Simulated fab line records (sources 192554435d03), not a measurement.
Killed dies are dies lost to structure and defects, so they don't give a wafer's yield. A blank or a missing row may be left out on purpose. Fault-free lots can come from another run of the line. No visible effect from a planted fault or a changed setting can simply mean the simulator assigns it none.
Chamber matching :: flow n5Finfet :: N5_BEOL_M12_CMP_49 on cmp-03: 4 sister chambers
The step polishes, stops on SiOC, t overpolish 20.6 s, target thk 320 nm. 22 wafers are shown with their chamber, then 11 later ones without.

## WAFERS PAIRED WITH THEIR CHAMBERS
wafer: L075.1
chamber: 0
motorCurrentA (A): 6.7
barrierFieldEndpointS (s): 30.0
overpolishRunS (s): 20.608

wafer: L075.2
chamber: 3
motorCurrentA (A): 6.0
barrierFieldEndpointS (s): 29.2
overpolishRunS (s): 20.622

wafer: L075.4
chamber: 2
motorCurrentA (A): 6.9
barrierFieldEndpointS (s): 29.4
overpolishRunS (s): 20.595

wafer: L078.1
chamber: 1
motorCurrentA (A): 6.1
barrierFieldEndpointS (s): 30.3
overpolishRunS (s): 20.611

wafer: L078.3
chamber: 0
motorCurrentA (A): 6.9
barrierFieldEndpointS (s): 30.9
overpolishRunS (s): 20.595

wafer: L078.5
chamber: 2
motorCurrentA (A): 7.1
barrierFieldEndpointS (s): 30.5
overpolishRunS (s): 20.609

wafer: L077.2
chamber: 1
motorCurrentA (A): 6.3
barrierFieldEndpointS (s): 30.2
overpolishRunS (s): 20.595

wafer: L077.3
chamber: 2
motorCurrentA (A): 7.1
barrierFieldEndpointS (s): 30.4
overpolishRunS (s): 20.580

wafer: L077.4
chamber: 0
motorCurrentA (A): 6.8
barrierFieldEndpointS (s): 30.5
overpolishRunS (s): 20.593

wafer: L082.1
chamber: 1
motorCurrentA (A): 6.1
barrierFieldEndpointS (s): 30.2
overpolishRunS (s): 20.601

wafer: L082.4
chamber: 0
motorCurrentA (A): 6.5
barrierFieldEndpointS (s): 31.0
overpolishRunS (s): 20.596

wafer: L082.6
chamber: 0
motorCurrentA (A): 6.9
barrierFieldEndpointS (s): 31.3
overpolishRunS (s): 20.624

wafer: L085.2
chamber: 0
motorCurrentA (A): 6.7
barrierFieldEndpointS (s): 31.7
overpolishRunS (s): 20.590

wafer: L085.3
chamber: 2
motorCurrentA (A): 6.6
barrierFieldEndpointS (s): 30.5
overpolishRunS (s): 20.601

wafer: L085.6
chamber: 2
motorCurrentA (A): 6.7
barrierFieldEndpointS (s): 30.5
overpolishRunS (s): 20.602

wafer: L088.3
chamber: 2
motorCurrentA (A): 6.5
barrierFieldEndpointS (s): 30.3
overpolishRunS (s): 20.598

wafer: L088.4
chamber: 3
motorCurrentA (A): 6.1
barrierFieldEndpointS (s): 30.7
overpolishRunS (s): 20.603

wafer: L088.6
chamber: 2
motorCurrentA (A): 7.2
barrierFieldEndpointS (s): 30.8
overpolishRunS (s): 20.604

wafer: L086.3
chamber: 0
motorCurrentA (A): 6.7
barrierFieldEndpointS (s): 31.1
overpolishRunS (s): 20.602

wafer: L086.4
chamber: 2
motorCurrentA (A): 6.7
barrierFieldEndpointS (s): 30.1
overpolishRunS (s): 20.604

wafer: L086.6
chamber: 2
motorCurrentA (A): 7.3
barrierFieldEndpointS (s): 30.4
overpolishRunS (s): 20.601

wafer: L090.2
chamber: 0
motorCurrentA (A): 6.5
barrierFieldEndpointS (s): 30.7
overpolishRunS (s): 20.614

SIGNATURES, as means of the wafers listed above
reading: motorCurrentA
chamber 0: 6.713
chamber 1: 6.167
chamber 2: 6.900
chamber 3: 6.050
scatter within a chamber: 0.219

reading: barrierFieldEndpointS
chamber 0: 30.900
chamber 1: 30.233
chamber 2: 30.322
chamber 3: 29.950
scatter within a chamber: 0.485

reading: overpolishRunS
chamber 0: 20.60275
chamber 1: 20.60233
chamber 2: 20.59933
chamber 3: 20.61250
scatter within a chamber: 0.0101
Rule: for each reading, subtract the chamber's mean from the wafer's reading, divide by that reading's scatter and square the result; add these up over the readings and take the root, which gives the wafer's distance from the chamber. The wafer belongs to the nearest chamber; if the next one is less than 2 further off, it can't be placed. The scatter: the root of (the sum of the squares of (reading less its chamber's mean) over the shown wafers, divided by (wafers less chambers)).

## WAFERS WITHOUT THEIR CHAMBER
wafer: L090.5
motorCurrentA (A): 6.8
barrierFieldEndpointS (s): 31.1
overpolishRunS (s): 20.597

wafer: L090.6
motorCurrentA (A): 6.2
barrierFieldEndpointS (s): 31.2
overpolishRunS (s): 20.600

wafer: L091.1
motorCurrentA (A): 6.7
barrierFieldEndpointS (s): 30.9
overpolishRunS (s): 20.584

wafer: L091.4
motorCurrentA (A): 7.1
barrierFieldEndpointS (s): 30.1
overpolishRunS (s): 20.585

wafer: L091.5
motorCurrentA (A): 5.8
barrierFieldEndpointS (s): 30.2
overpolishRunS (s): 20.597

wafer: L092.1
motorCurrentA (A): 6.6
barrierFieldEndpointS (s): 30.9
overpolishRunS (s): 20.601

wafer: L092.2
motorCurrentA (A): 7.0
barrierFieldEndpointS (s): 30.4
overpolishRunS (s): 20.604

wafer: L092.5
motorCurrentA (A): 5.9
barrierFieldEndpointS (s): 30.7
overpolishRunS (s): 20.586

wafer: L094.2
motorCurrentA (A): 7.2
barrierFieldEndpointS (s): 29.9
overpolishRunS (s): 20.601

wafer: L094.3
motorCurrentA (A): 6.3
barrierFieldEndpointS (s): 30.0
overpolishRunS (s): 20.599

wafer: L094.6
motorCurrentA (A): 6.0
barrierFieldEndpointS (s): 31.0
overpolishRunS (s): 20.607

## THE CHAMBER EACH PASSED THROUGH
wafer: L090.5
from the rows above: can't be placed: 0 or 2
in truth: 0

wafer: L090.6
from the rows above: can't be placed: 1 or 0 or 3 or 2
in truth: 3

wafer: L091.1
from the rows above: can't be placed: 0 or 2 or 1
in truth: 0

wafer: L091.4
from the rows above: can't be placed: 2 or 0
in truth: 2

wafer: L091.5
from the rows above: can't be placed: 1 or 3
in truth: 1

wafer: L092.1
from the rows above: can't be placed: 0 or 2 or 1
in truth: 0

wafer: L092.2
from the rows above: can't be placed: 2 or 0
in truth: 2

wafer: L092.5
from the rows above: can't be placed: 1 or 3 or 0
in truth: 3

wafer: L094.2
from the rows above: can't be placed: 2 or 0
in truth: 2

wafer: L094.3
from the rows above: can't be placed: 1 or 3 or 0 or 2
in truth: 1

wafer: L094.6
from the rows above: can't be placed: 1 or 3 or 0
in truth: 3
Correct placement for 0 of the 11. Can't be placed from these rows: 11 (the true chamber is among the candidates in 11). Number placed wrongly: 0.
